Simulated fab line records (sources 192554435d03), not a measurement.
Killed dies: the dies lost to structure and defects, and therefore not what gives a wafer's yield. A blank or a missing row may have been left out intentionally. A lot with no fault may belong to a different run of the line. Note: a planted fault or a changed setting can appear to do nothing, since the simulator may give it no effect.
Split-lot trial :: flow n5-finfet :: route with 1938 steps; 7 lots, 21 wafers read

## ABOUT THE SPLIT
At N5_WELL_APT_COAT_02 (resist thk 950 nm), the setting spin-rpm was moved away from the recipe's 1357 rpm on 5 of the 21 wafers read, by -7.1% to +5.1%. All remaining wafers had this setting at the recipe value.

Reading taken at the split's own step.

## THE READING
coat_of_WELL_APT_COAT_02.thk-nm (the simulator's own value, which no gauge read), in nm, at N5_WELL_APT_COAT_02 (resist thk 950 nm). There is no usual value for it anywhere in the file. Average 949.2 nm, standard deviation 3.1 nm, over the 16 wafers here run with the recipe.

wafer: L077.3
tool, chamber at the split: litho-track-01, 0
spin-rpm as run, rpm: 1357
against the recipe: recipe
coat_of_WELL_APT_COAT_02.thk-nm, nm: 949
against lot-mates on the recipe: -

wafer: L077.5
tool, chamber at the split: litho-track-01, 0
spin-rpm as run, rpm: 1357
against the recipe: recipe
coat_of_WELL_APT_COAT_02.thk-nm, nm: 951.1
against lot-mates on the recipe: -

wafer: L077.6
tool, chamber at the split: litho-track-01, 0
spin-rpm as run, rpm: 1357
against the recipe: recipe
coat_of_WELL_APT_COAT_02.thk-nm, nm: 946.6
against lot-mates on the recipe: -

wafer: L078.1
tool, chamber at the split: litho-track-05, 0
spin-rpm as run, rpm: 1357
against the recipe: recipe
coat_of_WELL_APT_COAT_02.thk-nm, nm: 948.3
against lot-mates on the recipe: -

wafer: L078.2
tool, chamber at the split: litho-track-05, 0
spin-rpm as run, rpm: 1357
against the recipe: recipe
coat_of_WELL_APT_COAT_02.thk-nm, nm: 947.2
against lot-mates on the recipe: -

wafer: L078.6
tool, chamber at the split: litho-track-05, 0
spin-rpm as run, rpm: 1260
against the recipe: -7.1%
coat_of_WELL_APT_COAT_02.thk-nm, nm: 983.5
against lot-mates on the recipe: +35.8

wafer: L082.3
tool, chamber at the split: litho-track-01, 0
spin-rpm as run, rpm: 1270
against the recipe: -6.4%
coat_of_WELL_APT_COAT_02.thk-nm, nm: 985.3
against lot-mates on the recipe: +31.6

wafer: L082.5
tool, chamber at the split: litho-track-01, 0
spin-rpm as run, rpm: 1270
against the recipe: -6.4%
coat_of_WELL_APT_COAT_02.thk-nm, nm: 985.3
against lot-mates on the recipe: +31.6

wafer: L082.4
tool, chamber at the split: litho-track-01, 0
spin-rpm as run, rpm: 1357
against the recipe: recipe
coat_of_WELL_APT_COAT_02.thk-nm, nm: 953.7
against lot-mates on the recipe: -

wafer: L090.1
tool, chamber at the split: litho-track-03, 0
spin-rpm as run, rpm: 1357
against the recipe: recipe
coat_of_WELL_APT_COAT_02.thk-nm, nm: 943.8
against lot-mates on the recipe: -

wafer: L090.3
tool, chamber at the split: litho-track-03, 0
spin-rpm as run, rpm: 1357
against the recipe: recipe
coat_of_WELL_APT_COAT_02.thk-nm, nm: 944.2
against lot-mates on the recipe: -

wafer: L090.6
tool, chamber at the split: litho-track-03, 0
spin-rpm as run, rpm: 1357
against the recipe: recipe
coat_of_WELL_APT_COAT_02.thk-nm, nm: 947.4
against lot-mates on the recipe: -

wafer: L092.1
tool, chamber at the split: litho-track-03, 0
spin-rpm as run, rpm: 1357
against the recipe: recipe
coat_of_WELL_APT_COAT_02.thk-nm, nm: 946.3
against lot-mates on the recipe: -

wafer: L092.2
tool, chamber at the split: litho-track-03, 0
spin-rpm as run, rpm: 1357
against the recipe: recipe
coat_of_WELL_APT_COAT_02.thk-nm, nm: 949.6
against lot-mates on the recipe: -

wafer: L092.6
tool, chamber at the split: litho-track-03, 0
spin-rpm as run, rpm: 1357
against the recipe: recipe
coat_of_WELL_APT_COAT_02.thk-nm, nm: 949.4
against lot-mates on the recipe: -

wafer: L094.3
tool, chamber at the split: litho-track-03, 0
spin-rpm as run, rpm: 1357
against the recipe: recipe
coat_of_WELL_APT_COAT_02.thk-nm, nm: 953.6
against lot-mates on the recipe: -

wafer: L094.4
tool, chamber at the split: litho-track-03, 0
spin-rpm as run, rpm: 1357
against the recipe: recipe
coat_of_WELL_APT_COAT_02.thk-nm, nm: 949.5
against lot-mates on the recipe: -

wafer: L094.6
tool, chamber at the split: litho-track-03, 0
spin-rpm as run, rpm: 1426
against the recipe: +5.1%
coat_of_WELL_APT_COAT_02.thk-nm, nm: 926.3
against lot-mates on the recipe: -25.2

wafer: L095.3
tool, chamber at the split: litho-track-05, 0
spin-rpm as run, rpm: 1357
against the recipe: recipe
coat_of_WELL_APT_COAT_02.thk-nm, nm: 953.8
against lot-mates on the recipe: -

wafer: L095.5
tool, chamber at the split: litho-track-05, 0
spin-rpm as run, rpm: 1357
against the recipe: recipe
coat_of_WELL_APT_COAT_02.thk-nm, nm: 953
against lot-mates on the recipe: -

wafer: L095.6
tool, chamber at the split: litho-track-05, 0
spin-rpm as run, rpm: 1273
against the recipe: -6.2%
coat_of_WELL_APT_COAT_02.thk-nm, nm: 985.6
against lot-mates on the recipe: +32.2

THE FIT
A straight line over all 21 wafers: coat_of_WELL_APT_COAT_02.thk-nm changes by -5.27 nm for each +1% of spin-rpm; r = -0.98; the points scatter about the line by 3.3 nm.
The same after taking each lot's own level away (the mean of its wafers on the recipe; 21 wafers): -5 nm for each +1%; r = -1.00; scatter 1.4 nm.
That fit puts the effect of the largest move of spin-rpm on the reading at 36 nm.
The lots' own levels span 945.13 to 953.70 nm, that is 2.7 times the standard deviation above.
The two slopes are in agreement: the lot-to-lot level therefore moves the slope only a little.
Check: +35.8 nm against its lot-mates is what the line predicts for one of the wafers moved furthest among these (-7.1%) when that wafer is left out of the fit. It came out at +35.8 nm against them.

## THE OTHER SPLITS THESE WAFERS WENT THROUGH
Other splits were also applied to these wafers ahead of the reading. Each is held against what the fit with the lots' levels taken away leaves over:
other split on the same wafers: N5_ZERO_LAYER_EXPOSE_08 dose-mj
wafers away from the commonest value: 5
r with coat_of_WELL_APT_COAT_02.thk-nm (lot level and that fit taken away): -0.11

## FILE'S OWN FIT
coat_of_WELL_APT_COAT_02.thk-nm changes by -5.02 nm for each +1% of spin-rpm, r = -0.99.
